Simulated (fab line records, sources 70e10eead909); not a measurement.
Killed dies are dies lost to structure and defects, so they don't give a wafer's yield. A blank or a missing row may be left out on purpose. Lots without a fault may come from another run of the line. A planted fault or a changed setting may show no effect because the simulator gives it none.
Which tool did it? | flow nand_harc | 24 lots, 72 wafers sampled, at 4 steps of a route of 1302

WHAT THE GAUGES READ, wafer by wafer
NHARC_P_M2_OVL_MEAS_10: pitch 340 nm.
lot  | measured     | on         | overlay_x_nm (nm) | overlay_y_nm (nm)
L074 | day 6 19:06  | overlay-01 | 0.2 -0.3 0.1      | -0.4 -0.1 -0.3
L075 | day 6 21:38  | overlay-02 | -1.2 -1.2 -0.5    | 1.7 1.6 2.3
L076 | day 7 05:29  | overlay-02 | 0.3 0.4 0.5       | -0.9 -0.6 -0.7
L077 | day 7 13:57  | overlay-02 | 0.3 0.7 0.6       | -2.1 -1.8 -2.3
L078 | day 7 23:38  | overlay-02 | 0.2 0.2 -0.1      | -0.4 -0.1 0.0
L079 | day 8 19:47  | overlay-02 | -0.3 -0.8 -0.8    | 0.2 -0.3 -0.5
L080 | day 8 23:33  | overlay-02 | 0.5 0.4 0.5       | 0.1 0.6 0.6
L081 | day 9 06:23  | overlay-02 | 0.9 1.1 1.3       | 0.0 -0.1 0.3
L082 | day 9 22:31  | overlay-02 | 0.9 0.5 1.3       | 0.7 0.2 0.3
L083 | day 10 07:33 | overlay-01 | 0.6 0.2 0.4       | 1.4 1.6 1.2
L084 | day 10 17:54 | overlay-01 | 2.4 2.5 2.2       | -0.1 -0.1 -0.1
L085 | day 11 00:34 | overlay-01 | 1.3 0.4 0.8       | -1.0 -0.8 -1.8
L086 | day 11 06:18 | overlay-02 | -0.6 -0.3 -0.8    | 0.7 0.0 0.0
L087 | day 11 17:24 | overlay-01 | -1.1 -0.8 -0.5    | -0.2 0.3 -0.1
L088 | day 12 11:15 | overlay-02 | 0.2 -0.3 -0.4     | -0.9 -1.4 -0.9
L089 | day 12 23:01 | overlay-01 | 0.9 0.9 0.1       | 1.2 0.9 1.0
L090 | day 13 06:26 | overlay-02 | 0.6 1.2 0.9       | 0.9 0.4 1.0
L091 | day 13 10:45 | overlay-01 | -1.3 -0.7 -0.9    | -1.0 -0.7 -1.1
L092 | day 13 21:57 | overlay-02 | -1.6 -1.4 -1.3    | -0.1 -0.2 0.2
L093 | day 14 07:58 | overlay-01 | -0.7 -1.8 -1.2    | 0.0 0.4 0.5
L094 | day 14 16:14 | overlay-01 | 1.0 0.5 0.4       | -0.9 -1.2 -0.7
L095 | day 15 01:11 | overlay-01 | -0.4 -0.2 -0.4    | -0.3 0.3 -0.2
L096 | day 15 11:40 | overlay-01 | 0.2 0.0 -1.0      | 2.3 1.9 2.2
L097 | day 16 01:29 | overlay-01 | 0.3 0.1 0.8       | -0.9 -1.2 -0.6

NHARC_P_M2_INSPECT_11.
lot  | measured     | on                | raw_defect_count
L074 | day 6 19:08  | defect_inspect-01 | 4 10 7
L075 | day 6 21:41  | defect_inspect-02 | 1 3 10
L076 | day 7 05:31  | defect_inspect-01 | 3 4 4
L077 | day 7 13:59  | defect_inspect-02 | 7 8 2
L078 | day 7 23:41  | defect_inspect-02 | 2 11 9
L079 | day 8 19:49  | defect_inspect-02 | 5 7 5
L080 | day 8 23:35  | defect_inspect-02 | 2 6 2
L081 | day 9 06:25  | defect_inspect-02 | 3 4 0
L082 | day 9 22:33  | defect_inspect-02 | 3 6 3
L083 | day 10 07:35 | defect_inspect-01 | 1 6 5
L084 | day 10 17:56 | defect_inspect-01 | 4 2 1
L085 | day 11 00:35 | defect_inspect-02 | 2 3 3
L086 | day 11 06:20 | defect_inspect-02 | 11 6 14
L087 | day 11 17:26 | defect_inspect-01 | 7 6 3
L088 | day 12 11:17 | defect_inspect-02 | 2 0 6
L089 | day 12 23:04 | defect_inspect-01 | 7 8 3
L090 | day 13 06:29 | defect_inspect-01 | 2 3 2
L091 | day 13 10:47 | defect_inspect-01 | 5 3 5
L092 | day 13 21:59 | defect_inspect-02 | 10 8 8
L093 | day 14 08:00 | defect_inspect-02 | 4 4 3
L094 | day 14 16:16 | defect_inspect-02 | 6 10 11
L095 | day 15 01:13 | defect_inspect-02 | 8 6 6
L096 | day 15 11:42 | defect_inspect-02 | 4 5 4
L097 | day 16 01:32 | defect_inspect-02 | 5 1 3

NHARC_P_M2_CD_MEAS_16.
lot  | measured     | on        | cd_nm (nm)
L074 | day 6 19:31  | cd_sem-02 | 170.7 171.1 170.2
L075 | day 6 22:03  | cd_sem-03 | 170.0 171.1 170.2
L076 | day 7 05:56  | cd_sem-01 | 169.9 168.7 169.3
L077 | day 7 14:23  | cd_sem-01 | 169.4 168.8 170.6
L078 | day 8 00:03  | cd_sem-01 | 169.3 170.6 169.9
L079 | day 8 20:11  | cd_sem-01 | 169.3 169.8 168.9
L080 | day 8 23:57  | cd_sem-01 | 170.5 170.4 171.6
L081 | day 9 06:47  | cd_sem-01 | 170.3 172.1 171.8
L082 | day 9 22:55  | cd_sem-03 | 171.5 168.4 169.9
L083 | day 10 07:57 | cd_sem-03 | 169.2 171.1 170.7
L084 | day 10 18:19 | cd_sem-02 | 170.7 170.5 168.0
L085 | day 11 00:58 | cd_sem-01 | 170.8 169.6 169.9
L086 | day 11 06:42 | cd_sem-02 | 169.8 169.3 170.5
L087 | day 11 17:48 | cd_sem-02 | 170.3 170.1 169.2
L088 | day 12 11:41 | cd_sem-02 | 169.6 170.5 171.5
L089 | day 12 23:28 | cd_sem-02 | 170.0 171.1 169.4
L090 | day 13 06:51 | cd_sem-01 | 169.6 169.6 168.8
L091 | day 13 11:11 | cd_sem-02 | 171.2 170.8 171.6
L092 | day 13 22:21 | cd_sem-01 | 170.6 170.4 170.2
L093 | day 14 08:25 | cd_sem-02 | 170.9 169.8 169.6
L094 | day 14 16:38 | cd_sem-02 | 169.5 169.4 171.0
L095 | day 15 01:35 | cd_sem-03 | 169.0 170.3 170.0
L096 | day 15 12:04 | cd_sem-01 | 171.0 169.7 169.2
L097 | day 16 01:54 | cd_sem-02 | 170.0 170.7 170.0

WHICH TOOL RAN EACH LOT (tool, then ch and the chambers of the sampled wafers, then the start)
lot  | NHARC_P_M2_DESCUM_14
L074 | rie_diel-04 ch 1,2, day 6 19:13
L075 | rie_diel-04 ch 0,1,2, day 6 21:44
L076 | rie_diel-01 ch 0,2, day 7 05:35
L077 | rie_diel-11 ch 1,2, day 7 14:02
L078 | rie_diel-01 ch 0,3, day 7 23:44
L079 | rie_diel-11 ch 1,2, day 8 19:52
L080 | rie_diel-01 ch 0,1,3, day 8 23:40
L081 | rie_diel-01 ch 0,1,3, day 9 06:29
L082 | rie_diel-01 ch 0,1,2, day 9 22:37
L083 | rie_diel-11 ch 1,2,3, day 10 07:40
L084 | rie_diel-04 ch 0,2,3, day 10 18:00
L085 | rie_diel-01 ch 0,1,2, day 11 00:39
L086 | rie_diel-11 ch 1,3, day 11 06:25
L087 | rie_diel-01 ch 0,1, day 11 17:31
L088 | rie_diel-01 ch 0,1,3, day 12 11:20
L089 | rie_diel-01 ch 0,3, day 12 23:08
L090 | rie_diel-11 ch 0,1, day 13 06:33
L091 | rie_diel-01 ch 0,1,3, day 13 10:50
L092 | rie_diel-01 ch 0,2,3, day 13 22:02
L093 | rie_diel-04 ch 1,2, day 14 08:05
L094 | rie_diel-01 ch 0,3, day 14 16:19
L095 | rie_diel-04 ch 0,2,3, day 15 01:17
L096 | rie_diel-04 ch 0,2,3, day 15 11:47
L097 | rie_diel-11 ch 0,1,2, day 16 01:37
- NHARC_P_M2_DESCUM_14: chemistry O2, time 3 s.

WHAT THE TOOLS THEMSELVES READ (means of the sampled wafers that have a number; where no wafer has one, the mark that the record gives instead)
NHARC_P_M2_DESCUM_14.
lot  | tool        | drypump_motor_current_A (A) | oes_product_au (a.u.) | rf_vpp_V (V) | showerhead_plenum_p_Torr (Torr) | throttle_valve_pct (%)
L074 | rie_diel-04 | 5.7                         | 1.014                 | 57.0         | 1.79                            | 11.317
L075 | rie_diel-04 | 5.5                         | 1.009                 | 58.4         | 1.85                            | 11.311
L076 | rie_diel-01 | 5.8                         | 0.995                 | 58.7         | 1.97                            | 11.299
L077 | rie_diel-11 | 5.6                         | 1.006                 | 57.3         | 1.87                            | 11.314
L078 | rie_diel-01 | 5.1                         | 0.999                 | 57.8         | 1.91                            | 11.306
L079 | rie_diel-11 | 5.6                         | 0.993                 | 56.8         | 1.87                            | 11.295
L080 | rie_diel-01 | 5.3                         | 1.003                 | 57.9         | 1.89                            | 11.305
L081 | rie_diel-01 | 5.3                         | 0.989                 | 57.8         | 1.89                            | 11.316
L082 | rie_diel-01 | 5.6                         | 0.998                 | 57.9         | 1.96                            | 11.312
L083 | rie_diel-11 | 5.7                         | 0.996                 | 58.0         | 1.88                            | 11.309
L084 | rie_diel-04 | 5.4                         | 1.009                 | 57.9         | 1.93                            | 11.308
L085 | rie_diel-01 | 5.6                         | 1.005                 | 57.7         | 1.96                            | 11.307
L086 | rie_diel-11 | 5.6                         | 0.997                 | 57.9         | 1.84                            | 11.321
L087 | rie_diel-01 | 5.2                         | 1.006                 | 58.3         | 1.96                            | 11.309
L088 | rie_diel-01 | 5.3                         | 1.004                 | 57.9         | 1.89                            | 11.313
L089 | rie_diel-01 | 5.1                         | 0.997                 | 58.1         | 1.91                            | 11.308
L090 | rie_diel-11 | 5.1                         | 1.005                 | 57.4         | 1.88                            | 11.302
L091 | rie_diel-01 | 5.3                         | 0.997                 | 57.2         | 1.89                            | 11.307
L092 | rie_diel-01 | 5.5                         | 1.000                 | 57.9         | 1.91                            | 11.312
L093 | rie_diel-04 | 5.7                         | 1.004                 | 57.8         | 1.80                            | 11.318
L094 | rie_diel-01 | 5.2                         | 0.993                 | 57.9         | 1.84                            | 11.302
L095 | rie_diel-04 | 5.4                         | 0.999                 | 57.1         | 1.93                            | 11.311
L096 | rie_diel-04 | 5.4                         | 1.003                 | 57.7         | 1.93                            | 11.309
L097 | rie_diel-11 | 5.4                         | 0.993                 | 57.4         | 1.92                            | 11.316

THE ANSWER, worked out from the rows above alone
Rule: what is usual is taken from the lots themselves. Put in order of their means at a reading, lots are off if they are a third of the lots or fewer, leave a main group of 4 or more, and stand apart from it by a gap of 3 or more times the standard deviation of the main group's means; of several such gaps the widest counts. A main group whose means are all the same, to the digits that the tables above print for the reading, isn't used. A lot without any number at a reading at which 4 lots or more have one is off too. The other lots that the step has rows for count as sound. The gauges are gone through in route order, then the tools' own readings, and for those a lot's mean is taken as printed above. The first step at which some lot is off is used, and at that step the reading that is off furthest; a lot without a number counts as furthest.
No lot is off at any reading shown: from this, nothing can be told.

WHAT THE SIMULATOR HAD PUT IN
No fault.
